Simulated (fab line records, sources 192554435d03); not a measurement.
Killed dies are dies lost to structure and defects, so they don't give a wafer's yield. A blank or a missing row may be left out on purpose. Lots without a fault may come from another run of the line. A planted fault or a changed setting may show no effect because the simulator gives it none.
fab line records | flow n5_finfet
record lots=5 wafers=15 last_day=15
route steps=1938 shown BEOL_M2@868
lots that met no fault: from a run of the same line without faults
start_h: hours from the record's first day to the start of the lot's first wafer shown | wait_h: hours since the lot's step before | " the same as in the row above | L1.1+2: a row that stands for several wafers | - no value, or no start given | * or withheld: withheld | < > ~ a bound
route shown NAME@n: a module of which the file shows steps, and the number in the route of the first | usual: mean/standard deviation of fault-free wafers | same: alike in all rows | chamber/n: place in a boat | sites: the reading at each site | _std_site: their standard deviation | _edge_site: outer sites' mean less inner sites' | radius_mm: how far each site lies from the wafer's centre | mask NAME#n: copy n | behind: the tool/chamber that last shaped the wafer | hold: why the lot was held/for how many hours/how that ended | device: the transistor (n, p or np) that didn't switch | end of line: the same wafers' tests at the end of the route | a step without rows: its recipe alone | killed: dies lost to structure and defects at the first sort, not the wafer's yield | map: a wafer's dies, x killed, . not, _ none there
set.NAME: the setting as run; set.NAME@STEP: as run at that earlier step | model.NAME: the simulator's own value behind a step, which no gauge read
lots at some steps of the route; a table a step, a row a wafer
services: from which hour (start_h, from the record's first day; less than 0 if before it) a tool's chamber was out of use, for how many hours, and why
## steps
# step N5_BEOL_M2_COAT_68
# recipe resist=SiARC temp_c=220 time_s=60 spin_rpm=1500 resist_thk_nm=12
# usual heater_power_total_W=427.6/2 resist_line_temp_C=22.99/0.11
# columns lot.wafer tool chamber start_h wait_h heater_power_total_W resist_line_temp_C
L077.4 litho_track-02 0 - - 428.6 23.17
L077.5 " 0 " " 429.2 23.06
L077.6 " 0 " " 426.8 23.01
L078.2 litho_track-02 0 - - 429.1 23.05
L078.3 " 0 " " 428.8 23.27
L078.4 " 0 " " 430.8 23.16
L083.1 litho_track-01 0 - - 427.4 22.86
L083.3 " 0 " " 426.0 22.88
L083.4 " 0 " " 429.7 23.03
L085.2 litho_track-04 0 - - 429.4 22.96
L085.5 " 0 " " 424.6 23.12
L085.6 " 0 " " 428.8 23.15
L087.2 litho_track-04 0 - - 430.6 23.02
L087.3 " 0 " " 427.3 23.00
L087.6 " 0 " " 429.5 22.98
# step N5_BEOL_M2_COAT_76
# recipe resist=underlayer temp_c=205 time_s=60 spin_rpm=1500 resist_thk_nm=5
# usual heater_power_total_W=391.7/1.3 resist_line_temp_C=23.01/0.11
# columns lot.wafer tool chamber start_h wait_h heater_power_total_W resist_line_temp_C
L077.4 litho_track-02 0 - - 390.0 22.97
L077.5 " 0 " " 391.1 22.93
L077.6 " 0 " " 392.5 23.00
L078.2 litho_track-02 0 - - 393.8 22.93
L078.3 " 0 " " 392.0 22.99
L078.4 " 0 " " 389.8 22.86
L083.1 litho_track-01 0 - - 391.6 23.03
L083.3 " 0 " " 390.2 23.03
L083.4 " 0 " " 390.2 23.16
L085.2 litho_track-04 0 - - 390.0 22.89
L085.5 " 0 " " 392.4 22.85
L085.6 " 0 " " 392.2 23.11
L087.2 litho_track-04 0 - - 392.8 22.87
L087.3 " 0 " " 391.5 22.96
L087.6 " 0 " " 390.6 22.77
# step N5_BEOL_M2_COAT_22
# recipe resist=CAR-EUV spin_rpm=1500 resist_thk_nm=30
# usual resist_line_temp_C=22.99/0.099
# columns lot.wafer tool chamber start_h wait_h resist_line_temp_C
L077.4 litho_track-02 0 - - 23.15
L077.5 " 0 " " 23.08
L077.6 " 0 " " 22.87
L078.2 litho_track-02 0 - - 23.05
L078.3 " 0 " " 23.10
L078.4 " 0 " " 22.87
L083.1 litho_track-01 0 - - 23.14
L083.3 " 0 " " 23.14
L083.4 " 0 " " 22.98
L085.2 litho_track-04 0 - - 23.01
L085.5 " 0 " " 23.06
L085.6 " 0 " " 23.05
L087.2 litho_track-04 0 - - 22.93
L087.3 " 0 " " 23.02
L087.6 " 0 " " 22.91
# step N5_BEOL_M2_EBR_24
# recipe solvent=PGMEA ebr_width_mm=1.5
# usual resist_line_temp_C=23.00/0.1
# columns lot.wafer tool chamber start_h wait_h resist_line_temp_C
L077.4 litho_track-02 0 - - 22.98
L077.5 " 0 " " 22.88
L077.6 " 0 " " 22.96
L078.2 litho_track-02 0 - - 23.13
L078.3 " 0 " " 23.05
L078.4 " 0 " " 23.29
L083.1 litho_track-01 0 - - 23.18
L083.3 " 0 " " 23.12
L083.4 " 0 " " 23.07
L085.2 litho_track-04 0 - - 23.10
L085.5 " 0 " " 23.06
L085.6 " 0 " " 22.95
L087.2 litho_track-04 0 - - 22.89
L087.3 " 0 " " 22.85
L087.6 " 0 " " 22.87
# step N5_BEOL_M2_SOFTBAKE_23
# recipe temp_c=110 time_s=60 resist=CAR-EUV
# usual heater_power_total_W=175.3/1.6 resist_line_temp_C=23.00/0.1
# columns lot.wafer tool chamber start_h wait_h heater_power_total_W resist_line_temp_C
L077.4 litho_track-02 0 - - 173.7 23.10
L077.5 " 0 " " 177.3 23.13
L077.6 " 0 " " 177.2 22.92
L078.2 litho_track-02 0 - - 175.2 23.08
L078.3 " 0 " " 175.6 23.02
L078.4 " 0 " " 174.4 22.99
L083.1 litho_track-01 0 - - 175.0 22.86
L083.3 " 0 " " 177.5 23.20
L083.4 " 0 " " 173.3 22.91
L085.2 litho_track-04 0 - - 173.1 23.00
L085.5 " 0 " " 173.0 23.00
L085.6 " 0 " " 177.2 22.97
L087.2 litho_track-04 0 - - 176.0 22.89
L087.3 " 0 " " 173.2 23.04
L087.6 " 0 " " 173.1 23.01
# step N5_BEOL_M2_EXPOSE_25
# recipe mask_id=V1 na=0.33 source_shape=quasar sigma_inner=0.2 sigma_outer=0.8 polarization=unpolarized defocus_nm=5 dose_mj=63
# usual reticle_temp_C=23.00/0.096
# same sigma_inner=0.2
# columns lot.wafer tool chamber start_h wait_h mask reticle_temp_C
L077.4 euv_scanner-01 0 147.67 - V1#0 22.76
L077.5 " 0 " " V1#0 22.98
L077.6 " 0 " " V1#0 22.86
L078.2 euv_scanner-02 0 155.92 - V1#0 22.87
L078.3 " 0 " " V1#0 22.83
L078.4 " 0 " " V1#0 22.84
L083.1 euv_scanner-01 0 183.54 - V1#0 23.03
L083.3 " 0 " " V1#0 23.06
L083.4 " 0 " " V1#0 22.88
L085.2 euv_scanner-02 0 210.78 - V1#0 23.05
L085.5 " 0 " " V1#0 23.10
L085.6 " 0 " " V1#0 23.03
L087.2 euv_scanner-01 0 232.47 - V1#0 23.03
L087.3 " 0 " " V1#0 22.94
L087.6 " 0 " " V1#0 23.03
# step N5_BEOL_M2_PEB_26
# recipe peb_temp_c=100 peb_time_s=60 resist=CAR-EUV
# usual heater_power_total_W=153.9/1 resist_line_temp_C=23.00/0.11
# columns lot.wafer tool chamber start_h wait_h heater_power_total_W resist_line_temp_C
L077.4 litho_track-01 0 147.72 0.0 153.6 23.05
L077.5 " 0 " " 153.4 23.06
L077.6 " 0 " " 153.0 23.03
L078.2 litho_track-01 0 155.99 0.1 155.5 23.00
L078.3 " 0 " " 153.3 22.94
L078.4 " 0 " " 153.6 23.16
L083.1 litho_track-01 0 183.62 0.1 153.5 22.92
L083.3 " 0 " " 152.4 23.00
L083.4 " 0 " " 152.8 23.00
L085.2 litho_track-01 0 210.85 0.1 153.5 23.24
L085.5 " 0 " " 152.7 23.23
L085.6 " 0 " " 154.2 23.09
L087.2 litho_track-02 0 232.54 0.1 155.3 23.00
L087.3 " 0 " " 152.4 22.94
L087.6 " 0 " " 154.7 22.93
# step N5_BEOL_M2_DEVELOP_27
# recipe develop_time_s=30 developer=TMAH resist=CAR-EUV rinse_liquid=surfactant_rinse dry=air_spin dev_temp_c=23
# usual resist_line_temp_C=22.99/0.12
# columns lot.wafer tool chamber start_h wait_h resist_line_temp_C
L077.4 litho_track-01 0 - - 22.95
L077.5 " 0 " " 22.88
L077.6 " 0 " " 22.88
L078.2 litho_track-01 0 - - 22.89
L078.3 " 0 " " 22.85
L078.4 " 0 " " 22.80
L083.1 litho_track-01 0 - - 22.98
L083.3 " 0 " " 22.93
L083.4 " 0 " " 23.14
L085.2 litho_track-01 0 - - 23.08
L085.5 " 0 " " 23.04
L085.6 " 0 " " 22.85
L087.2 litho_track-02 0 - - 23.04
L087.3 " 0 " " 22.99
L087.6 " 0 " " 23.06
# step N5_BEOL_M2_CD_MEAS_28
# recipe target_cd_nm=26.2 landing_energy_ev=500 detector=se_inlens target_cd_y_nm=24.1 polarity=opening
# usual cd_nm=26.19/0.25
# columns lot.wafer tool chamber start_h wait_h cd_nm
L077.4 cd_sem-03 0 147.79 - 26.39
L077.5 " 0 " " 25.98
L077.6 " 0 " " 26.71
L078.2 cd_sem-01 0 156.06 - 26.03
L078.3 " 0 " " 26.00
L078.4 " 0 " " 26.24
L083.1 cd_sem-02 0 183.69 - 26.19
L083.3 " 0 " " 25.93
L083.4 " 0 " " 26.57
L085.2 cd_sem-01 0 210.92 - 26.32
L085.5 " 0 " " 26.31
L085.6 " 0 " " 25.84
L087.2 cd_sem-03 0 232.60 - 25.91
L087.3 " 0 " " 26.62
L087.6 " 0 " " 26.25
# step N5_BEOL_M2_OVL_MEAS_29
# recipe points_per_wafer=522
# usual V1_OVL=0.1/0.64
# columns lot.wafer tool chamber start_h wait_h V1_OVL[nm]
L077.4 overlay-02 0 147.83 0.0 1.8
L077.5 " 0 " " 0.1
L077.6 " 0 " " 1.2
L078.2 overlay-02 0 156.10 0.0 -0.6
L078.3 " 0 " " -1.6
L078.4 " 0 " " 0.1
L083.1 overlay-02 0 183.72 0.0 0.2
L083.3 " 0 " " 0.2
L083.4 " 0 " " -0.1
L085.2 overlay-01 0 210.95 0.0 0.9
L085.5 " 0 " " 0.7
L085.6 " 0 " " 0.9
L087.2 overlay-02 0 232.64 0.0 0.1
L087.3 " 0 " " 0.0
L087.6 " 0 " " -0.2
# step N5_BEOL_M2_INSPECT_30
# recipe mode=adi inspect_instrument=brightfield
# usual raw_defect_count=378/85
# columns lot.wafer tool chamber start_h wait_h raw_defect_count
L077.4 defect_inspect-02 - 147.88 0.0 428
L077.5 " - " " 494
L077.6 " - " " 412
L078.2 defect_inspect-02 - 156.15 0.0 388
L078.3 " - " " 407
L078.4 " - " " 283
L083.1 defect_inspect-01 - 183.78 0.1 653
L083.3 " - " " 371
L083.4 " - " " 467
L085.2 defect_inspect-01 - 211.00 0.0 422
L085.5 " - " " 598
L085.6 " - " " 360
L087.2 defect_inspect-01 - 232.69 0.0 327
L087.3 " - " " 266
L087.6 " - " " 353
# step N5_BEOL_M2_DESCUM_33
# recipe chemistry=O2 time_s=7 source_power_w=50 bias_power_w=20 pressure_mtorr=20 rf_frequency_hz=2.712e+07 temp_c=40 resist=CAR-EUV o2_flow_sccm=225
# usual drypump_motor_current_A=5.5/0.4 o2_flow_sccm=225.0/0.64 oes_product_au=0.80/0.073 rf_fwd_power_W=49.39/0.22 rf_vpp_V=243.1/1.2 showerhead_plenum_p_Torr=2.09/0.068 throttle_valve_pct=20.22/0.26
# columns lot.wafer tool chamber start_h wait_h drypump_motor_current_A o2_flow_sccm oes_product_au rf_fwd_power_W rf_hours_counter_h rf_vpp_V showerhead_plenum_p_Torr throttle_valve_pct
L077.4 rie_diel-06 2 147.91 0.0 6.4 225.0 0.71 49.54 227 242.7 2.00 21.10
L077.5 " 1 " " 5.1 226.1 0.67 49.47 - 241.6 2.06 20.37
L077.6 " 2 " " 6.4 223.7 0.70 49.47 - 242.3 2.00 21.08
L078.2 rie_diel-05 2 156.18 0.0 5.6 224.8 0.80 49.32 99 244.0 2.11 20.31
L078.3 " 0 " " 5.3 225.3 0.81 49.77 93 242.5 2.03 20.14
L078.4 " 3 " " 5.4 224.2 0.69 49.55 234 243.1 2.08 20.47
L083.1 rie_diel-05 3 183.81 0.0 5.4 224.5 0.68 49.50 244 242.3 2.07 20.49
L083.3 " 2 " " 5.6 224.3 0.80 49.31 110 242.6 2.11 20.32
L083.4 " 1 " " 4.9 224.9 0.92 49.16 16 243.5 2.06 19.79
L085.2 rie_diel-02 1 211.57 0.6 6.0 225.4 0.70 49.20 227 244.9 2.15 20.54
L085.5 " 3 " " 5.8 224.0 0.79 49.44 - 243.9 2.10 20.13
L085.6 " 0 " " 5.7 226.4 0.82 49.71 - 242.8 2.04 20.12
L087.2 rie_diel-02 1 232.73 0.0 6.0 224.1 0.69 49.02 237 243.5 2.15 20.55
L087.3 " 2 " " 5.4 224.3 0.85 49.39 58 245.2 2.24 20.11
L087.6 " 2 " " 5.4 224.3 0.85 49.41 - 244.7 2.24 20.12
# step N5_BEOL_M2_ETCH_77
# recipe chemistry=N2/H2 target=underlayer target_depth_a=65 mask_material=CAR-EUV time_s=5.2 ion_energy_ev=200 pressure_mtorr=30 source_w=840 bias_w=150 n2_flow_sccm=200 h2_flow_sccm=200 ends=cleared
# usual drypump_motor_current_A=5.5/0.41 etch_rf_on_time_s=5.24/0.13 oes_product_au=0.68/0.063 rf_fwd_power_W=819.5/2.4 rf_vpp_V=523.5/2.5 showerhead_plenum_p_Torr=2.53/0.077 throttle_valve_pct=17.62/0.28
# columns lot.wafer tool chamber start_h wait_h drypump_motor_current_A etch_rf_on_time_s oes_product_au rf_fwd_power_W rf_hours_counter_h rf_vpp_V showerhead_plenum_p_Torr throttle_valve_pct
L077.4 rie_diel-06 2 147.94 0.0 6.5 5.09 0.61 818.4 227 519.6 2.40 18.35
L077.5 " 1 " " 5.1 5.14 0.57 820.4 - 520.6 2.50 17.80
L077.6 " 2 " " 6.4 5.14 0.60 818.3 - 519.5 2.40 18.35
L078.2 rie_diel-05 2 156.22 0.0 5.7 5.38 0.68 822.7 99 524.0 2.56 17.69
L078.3 " 0 " " 5.2 5.47 0.67 822.5 93 523.1 2.46 17.63
L078.4 " 3 " " 5.4 5.33 0.58 821.2 234 522.2 2.52 17.90
L083.1 rie_diel-05 3 183.84 0.0 5.4 5.36 0.58 816.5 244 526.1 2.51 17.91
L083.3 " 2 " " 5.6 5.32 0.67 819.1 110 523.2 2.56 17.72
L083.4 " 1 " " 4.9 5.22 0.78 816.3 16 522.9 2.49 17.12
L085.2 rie_diel-02 1 211.61 0.0 6.0 5.19 0.60 818.4 227 524.6 2.62 18.01
L085.5 " 3 " " 5.8 5.23 0.67 820.9 - 525.1 2.56 17.72
L085.6 " 0 " " 5.7 5.02 0.71 822.1 - 517.5 2.46 17.40
L087.2 rie_diel-02 1 232.76 0.0 6.0 5.30 0.60 816.7 237 526.2 2.61 18.06
L087.3 " 2 " " 5.4 5.33 0.72 821.2 58 528.5 2.68 17.31
L087.6 " 2 " " 5.3 5.37 0.72 820.7 - 529.3 2.68 17.30
# step N5_BEOL_M2_ETCH_69
# recipe chemistry=CF4 target=SiARC target_depth_a=156 mask_material=CAR-EUV time_s=26 ion_energy_ev=80 pressure_mtorr=40 source_w=545 bias_w=36 Ar_flow_sccm=100 cf4_flow_sccm=100 ends=cleared
# usual drypump_motor_current_A=5.5/0.4 etch_rf_on_time_s=26.2/0.73 oes_product_au=0.68/0.064 rf_fwd_power_W=532.4/2.4 rf_vpp_V=184.0/1.1 showerhead_plenum_p_Torr=2.14/0.059 throttle_valve_pct=15.40/0.26
# columns lot.wafer tool chamber start_h wait_h drypump_motor_current_A etch_rf_on_time_s oes_product_au rf_fwd_power_W rf_hours_counter_h rf_vpp_V showerhead_plenum_p_Torr throttle_valve_pct
L077.4 rie_diel-06 2 147.96 0.0 6.4 25.6 0.60 533.7 227 182.5 2.04 16.23
L077.5 " 1 " " 5.1 25.5 0.58 534.5 - 183.5 2.11 15.67
L077.6 " 2 " " 6.5 25.7 0.60 531.6 - 182.7 2.04 16.24
L078.2 rie_diel-05 2 156.23 0.0 5.6 26.8 0.68 531.3 99 185.4 2.16 15.49
L078.3 " 0 " " 5.3 27.2 0.68 537.6 93 184.5 2.07 15.26
L078.4 " 3 " " 5.4 27.1 0.58 530.6 234 183.5 2.12 15.64
L083.1 rie_diel-05 3 183.86 0.0 5.4 26.4 0.58 534.8 244 183.5 2.11 15.64
L083.3 " 2 " " 5.6 26.4 0.67 532.4 110 185.4 2.16 15.52
L083.4 " 1 " " 4.8 25.5 0.79 530.5 16 184.5 2.11 15.04
L085.2 rie_diel-02 1 211.62 0.0 6.0 25.9 0.61 531.6 227 184.4 2.19 15.73
L085.5 " 3 " " 5.8 25.4 0.68 531.0 - 183.6 2.15 15.38
L085.6 " 0 " " 5.7 25.1 0.72 530.6 - 184.2 2.09 15.29
L087.2 rie_diel-02 1 232.78 0.0 6.0 26.7 0.59 529.2 237 184.3 2.19 15.74
L087.3 " 2 " " 5.3 26.7 0.72 531.8 58 184.1 2.26 15.14
L087.6 " 2 " " 5.3 26.8 0.73 530.9 - 185.8 2.26 15.14
# step N5_BEOL_M2_ALD_98
# recipe material=SiO2 target_thk_a=25 temp_c=100 ald_precursor_family=BDEAS ald_co_reactant=O2-plasma pulse_time_s=1 co_reactant_pulse_time_s=1 purge_time_s=2 co_reactant_purge_time_s=2 ald_cycles=17 pressure_torr=2
# usual heater_power_w=73/11 precursor_pulse_height_rel=1.001/0.021
# same co_reactant_pulse_time_s=1
# columns lot.wafer tool chamber start_h wait_h heater_power_w precursor_pulse_height_rel
L077.4 ald_sin-03 0 148.04 0.1 77 1.016
L077.5 " 0 " " 80 1.035
L077.6 " 1 " " 71 0.987
L078.2 ald_sin-03 0 156.32 0.1 76 0.994
L078.3 " 3 " " 65 1.004
L078.4 " 1 " " 72 1.012
L083.1 ald_sin-02 1 184.05 0.2 62 1.019
L083.3 " 0 " " 84 1.005
L083.4 " 2 " " 79 1.015
L085.2 ald_sin-02 1 211.70 0.1 65 0.982
L085.5 " 0 " " 82 0.997
L085.6 " 3 " " 79 0.967
L087.2 ald_sin-03 1 233.11 0.3 75 0.991
L087.3 " 2 " " 52 0.960
L087.6 " 1 " " 75 1.027
# step N5_BEOL_M2_ETCHBACK_99
# recipe chemistry=CHF3 target=SiO2 target_depth_a=50 time_s=10.4 source_w=215 bias_w=47 Ar_flow_sccm=200 CHF3_flow_sccm=12 ion_energy_ev=100 pressure_mtorr=30
# usual drypump_motor_current_A=5.6/0.42 oes_product_au=0.79/0.071 rf_fwd_power_W=212.6/1.1 rf_vpp_V=241/6.3 showerhead_plenum_p_Torr=2.15/0.059 throttle_valve_pct=16.87/0.3
# columns lot.wafer tool chamber start_h wait_h drypump_motor_current_A oes_product_au rf_fwd_power_W rf_hours_counter_h rf_vpp_V showerhead_plenum_p_Torr throttle_valve_pct
L077.4 rie_diel-05 0 149.16 1.1 5.2 0.81 212.6 91 236 2.11 16.85
L077.5 " 2 " " 5.6 0.80 211.9 - 244 2.19 17.01
L077.6 " 1 " " 4.8 0.97 211.6 - 233 2.11 16.37
L078.2 rie_diel-02 2 159.02 2.7 5.3 0.89 212.7 34 253 2.26 16.45
L078.3 " 0 " " 5.7 0.85 213.3 60 242 2.10 16.72
L078.4 " 1 " " 6.0 0.72 211.4 208 251 2.21 17.14
L083.1 rie_diel-05 0 184.24 0.2 5.2 0.79 214.8 103 237 2.10 16.87
L083.3 " 3 " " 5.4 0.67 213.8 244 242 2.13 17.14
L083.4 " 2 " " 5.6 0.78 212.3 110 243 2.18 17.06
L085.2 rie_diel-05 0 213.71 2.0 5.3 0.77 214.5 120 235 2.10 16.89
L085.5 " 1 " " 4.8 0.89 211.6 - 232 2.10 16.41
L085.6 " 0 " " 5.3 0.78 214.7 - 235 2.10 16.89
L087.2 rie_diel-06 0 235.17 2.0 5.0 0.87 212.3 66 247 2.27 16.73
L087.3 " 2 " " 6.4 0.69 213.3 240 230 2.05 17.73
L087.6 " 2 " " 6.4 0.69 213.5 - 229 2.05 17.72
# step N5_BEOL_M2_ETCH_70
# recipe chemistry=N2/H2 target=SOC target_depth_a=800 overetch_a=240 mask_material=SiARC temp_c=40 time_s=130 ion_energy_ev=200 pressure_mtorr=30 source_w=840 bias_w=150 n2_flow_sccm=200 h2_flow_sccm=200
# usual drypump_motor_current_A=5.6/0.42 oes_product_au=0.59/0.052 rf_fwd_power_W=835.8/2.6 rf_vpp_V=523.7/2.3 showerhead_plenum_p_Torr=2.54/0.082 throttle_valve_pct=17.59/0.3
# columns lot.wafer tool chamber start_h wait_h drypump_motor_current_A oes_product_au rf_fwd_power_W rf_hours_counter_h rf_vpp_V showerhead_plenum_p_Torr throttle_valve_pct
L077.4 rie_diel-05 0 149.19 0.0 5.2 0.61 837.6 91 521.2 2.47 17.59
L077.5 " 2 " " 5.6 0.60 834.8 - 523.0 2.56 17.62
L077.6 " 1 " " 4.8 0.71 835.2 - 521.8 2.50 17.08
L078.2 rie_diel-02 2 159.06 0.0 5.3 0.66 839.3 34 529.1 2.69 17.21
L078.3 " 0 " " 5.7 0.62 832.6 60 522.7 2.47 17.33
L078.4 " 1 " " 6.0 0.53 833.4 208 526.2 2.62 17.93
L083.1 rie_diel-05 0 184.28 0.0 5.3 0.59 837.7 103 521.6 2.46 17.62
L083.3 " 3 " " 5.4 0.51 836.2 244 523.1 2.51 17.88
L083.4 " 2 " " 5.6 0.59 833.2 110 525.8 2.56 17.67
L085.2 rie_diel-05 0 213.74 0.0 5.3 0.58 834.3 120 521.1 2.45 17.63
L085.5 " 1 " " 4.9 0.65 835.4 - 521.8 2.48 17.12
L085.6 " 0 " " 5.2 0.59 831.5 - 520.5 2.45 17.65
L087.2 rie_diel-06 0 235.21 0.0 5.0 0.63 837.7 66 528.3 2.69 17.43
L087.3 " 2 " " 6.4 0.51 833.9 240 520.0 2.39 18.31
L087.6 " 2 " " 6.4 0.51 833.7 - 521.4 2.39 18.30
# step N5_BEOL_M2_STRIP_71
# recipe chemistry=N2/H2 temp_c=40 n2_flow_sccm=200 h2_flow_sccm=200 rf_frequency_hz=6e+07
# columns lot.wafer tool chamber start_h wait_h
L077.4+5+6 rie_diel-05 0,2,1 149.28 0.0
L078.2+3+4 rie_diel-02 2,0,1 159.14 0.0
L083.1+3+4 rie_diel-05 0,3,2 184.37 0.0
L085.2+5+6 rie_diel-05 0,1,0 213.83 0.0
L087.2+3+6 rie_diel-06 0,2,2 235.29 0.0
# step N5_BEOL_M2_STRIP_78
# recipe chemistry=N2/H2 temp_c=40 n2_flow_sccm=200 h2_flow_sccm=200 rf_frequency_hz=6e+07
# columns lot.wafer tool chamber start_h wait_h
L077.4+5+6 rie_diel-05 0,2,1 149.29 0.0
L078.2+3+4 rie_diel-02 2,0,1 159.15 0.0
L083.1+3+4 rie_diel-05 0,3,2 184.38 0.0
L085.2+5+6 rie_diel-05 0,1,0 213.84 0.0
L087.2+3+6 rie_diel-06 0,2,2 235.30 0.0
# step N5_BEOL_M2_VIA_ETCH_34
# recipe chemistry=C4F6/O2 target_depth_a=694 mask_material=SOC pressure_mtorr=15 ion_energy_ev=250 taper_deg=4 time_s=65.9 source_w=350 bias_w=170 Ar_flow_sccm=300 C4F6_flow_sccm=10 O2_flow_sccm=10
# usual drypump_motor_current_A=5.6/0.42 oes_product_au=0.79/0.072 rf_fwd_power_W=347.0/1.3 rf_vpp_V=667/17 showerhead_plenum_p_Torr=2.84/0.076 throttle_valve_pct=30.5/0.35
# columns lot.wafer tool chamber start_h wait_h drypump_motor_current_A oes_product_au rf_fwd_power_W rf_hours_counter_h rf_vpp_V showerhead_plenum_p_Torr throttle_valve_pct
L077.4 rie_diel-05 0 149.30 0.0 5.3 0.82 348.3 91 652 2.78 30.7
L077.5 " 2 " " 5.6 0.80 346.5 - 671 2.89 30.8
L077.6 " 1 " " 4.8 0.97 346.0 - 646 2.78 29.8
L078.2 rie_diel-02 2 159.16 0.0 5.3 0.87 347.3 34 695 2.98 30.0
L078.3 " 0 " " 5.7 0.86 348.4 61 668 2.78 30.5
L078.4 " 1 " " 6.0 0.72 346.7 208 692 2.91 30.6
L083.1 rie_diel-05 0 184.39 0.0 5.3 0.80 349.0 104 651 2.78 30.8
L083.3 " 3 " " 5.4 0.68 346.0 244 666 2.82 30.9
L083.4 " 2 " " 5.7 0.79 348.4 110 670 2.88 30.8
L085.2 rie_diel-05 0 213.85 0.0 5.2 0.78 346.8 120 653 2.77 30.8
L085.5 " 1 " " 4.8 0.89 344.0 - 644 2.77 29.9
L085.6 " 0 " " 5.2 0.77 347.3 - 653 2.77 30.8
L087.2 rie_diel-06 0 235.31 0.0 5.0 0.87 347.3 66 683 3.00 30.4
L087.3 " 2 " " 6.5 0.69 350.0 240 635 2.71 31.4
L087.6 " 2 " " 6.5 0.69 347.5 - 637 2.71 31.5
# step N5_BEOL_M2_STRIP_83
# recipe chemistry=C4F6/O2 resist=SiARC rf_frequency_hz=6e+07
# columns lot.wafer tool chamber start_h wait_h
L077.4+5+6 rie_diel-05 0,2,1 149.35 0.0
L078.2+3+4 rie_diel-02 2,0,1 159.21 0.0
L083.1+3+4 rie_diel-05 0,3,2 184.44 0.0
L085.2+5+6 rie_diel-05 0,1,0 213.90 0.0
L087.2+3+6 rie_diel-06 0,2,2 235.37 0.0
# step N5_BEOL_M2_STRIP_36
# recipe chemistry=N2/H2 power_w=450 temp_c=40 pressure_mtorr=20 rf_frequency_hz=6e+07 overash_fraction=0.3 bias_power_w=7 h2_frac=0.5 n2_flow_sccm=200 h2_flow_sccm=200
# usual drypump_motor_current_A=5.6/0.42 oes_product_au=0.80/0.072 power_w=450.0/1.3 rf_vpp_V=59.0/1.3 showerhead_plenum_p_Torr=2.53/0.082 throttle_valve_pct=23.4/0.33
# columns lot.wafer tool chamber start_h wait_h drypump_motor_current_A oes_product_au power_w rf_hours_counter_h rf_vpp_V showerhead_plenum_p_Torr throttle_valve_pct
L077.4 rie_diel-05 0 149.36 0.0 5.2 0.82 449.2 91 57.9 2.46 23.6
L077.5 " 2 " " 5.6 0.81 449.9 - 61.0 2.56 23.5
L077.6 " 1 " " 4.9 0.95 451.4 - 59.3 2.49 22.8
L078.2 rie_diel-02 2 159.22 0.0 5.3 0.89 450.8 34 57.8 2.69 23.0
L078.3 " 0 " " 5.7 0.85 450.5 61 56.9 2.47 23.1
L078.4 " 1 " " 6.0 0.71 451.5 208 61.5 2.62 23.8
L083.1 rie_diel-05 0 184.45 0.0 5.3 0.79 450.2 104 57.9 2.46 23.6
L083.3 " 3 " " 5.4 0.69 450.0 244 60.5 2.51 23.7
L083.4 " 2 " " 5.6 0.79 449.4 110 59.4 2.55 23.5
L085.2 rie_diel-05 0 213.91 0.0 5.3 0.79 447.3 120 57.9 2.45 23.6
L085.5 " 1 " " 4.9 0.88 448.4 - 60.4 2.48 22.8
L085.6 " 0 " " 5.2 0.79 451.0 - 59.5 2.45 23.6
L087.2 rie_diel-06 0 235.38 0.0 5.0 0.87 450.5 66 57.0 2.69 23.2
L087.3 " 2 " " 6.4 0.70 448.9 240 59.8 2.39 24.0
L087.6 " 2 " " 6.4 0.69 449.9 - 57.2 2.39 24.1
# step N5_BEOL_M2_TRENCH_ETCH_37
# recipe chemistry=C4F6/O2 target_depth_a=555.55 target=SiOC time_s=29.2 ion_energy_ev=250 pressure_mtorr=30 source_w=355 bias_w=185 Ar_flow_sccm=300 C4F6_flow_sccm=10 O2_flow_sccm=10
# usual drypump_motor_current_A=5.6/0.42 oes_product_au=0.79/0.071 rf_fwd_power_W=349.9/1.8 rf_vpp_V=667/17 showerhead_plenum_p_Torr=2.84/0.076 throttle_valve_pct=20.6/0.3
# columns lot.wafer tool chamber start_h wait_h drypump_motor_current_A oes_product_au rf_fwd_power_W rf_hours_counter_h rf_vpp_V showerhead_plenum_p_Torr throttle_valve_pct
L077.4 rie_diel-05 0 - - 5.3 0.81 352.8 91 654 2.79 20.7
L077.5 " 2 " " 5.6 0.80 348.0 - 671 2.89 20.8
L077.6 " 1 " " 4.9 0.97 346.9 - 646 2.79 20.1
L078.2 rie_diel-02 2 - - 5.3 0.88 350.9 34 697 2.99 20.2
L078.3 " 0 " " 5.7 0.85 349.8 61 669 2.78 20.5
L078.4 " 1 " " 6.0 0.72 347.2 208 692 2.92 20.9
L083.1 rie_diel-05 0 - - 5.2 0.80 350.3 104 653 2.78 20.7
L083.3 " 3 " " 5.4 0.68 350.1 245 668 2.82 20.9
L083.4 " 2 " " 5.6 0.79 350.5 110 672 2.88 20.9
L085.2 rie_diel-05 0 - - 5.2 0.78 351.3 120 655 2.77 20.7
L085.5 " 1 " " 4.9 0.89 346.9 - 645 2.78 20.1
L085.6 " 0 " " 5.2 0.78 353.2 - 652 2.78 20.7
L087.2 rie_diel-06 0 - - 5.0 0.87 349.4 66 681 3.00 20.5
L087.3 " 2 " " 6.4 0.69 349.9 240 635 2.71 21.5
L087.6 " 2 " " 6.4 0.69 350.5 - 637 2.71 21.5
## services
# columns tool chamber start_h hours kind
euv_scanner-02 - 127.40 1.0 pm
rie_diel-05 1 129.72 - clean
rie_diel-05 1 129.72 - consumable_replace:focus_ring
rie_diel-05 1 129.72 12.8 scheduled_down
rie_diel-05 1 129.72 12.8 vent_cycle
rie_diel-02 0 151.41 1.6 repair
euv_scanner-01 - 161.08 1.0 pm
rie_diel-06 2 168.37 33.9 repair
euv_scanner-01 - 169.90 0.5 repair
euv_scanner-01 - 176.57 0.7 repair
euv_scanner-02 - 183.55 1.0 pm
ald_sin-03 3 187.19 13.1 repair
rie_diel-06 - 195.13 28.1 pm
euv_scanner-02 - 196.39 4.6 pm
rie_diel-05 3 198.03 - clean
rie_diel-05 3 198.03 - consumable_replace:focus_ring
rie_diel-05 3 198.03 19.4 scheduled_down
rie_diel-05 3 198.03 19.4 vent_cycle
euv_scanner-01 - 206.15 12.0 pm
euv_scanner-02 - 215.42 23.4 repair
litho_track-01 - 218.22 - consumable_replace:filter
rie_diel-06 1 223.23 - clean
rie_diel-06 1 223.23 - consumable_replace:focus_ring
euv_scanner-01 - 231.27 1.0 pm
## key
fault none
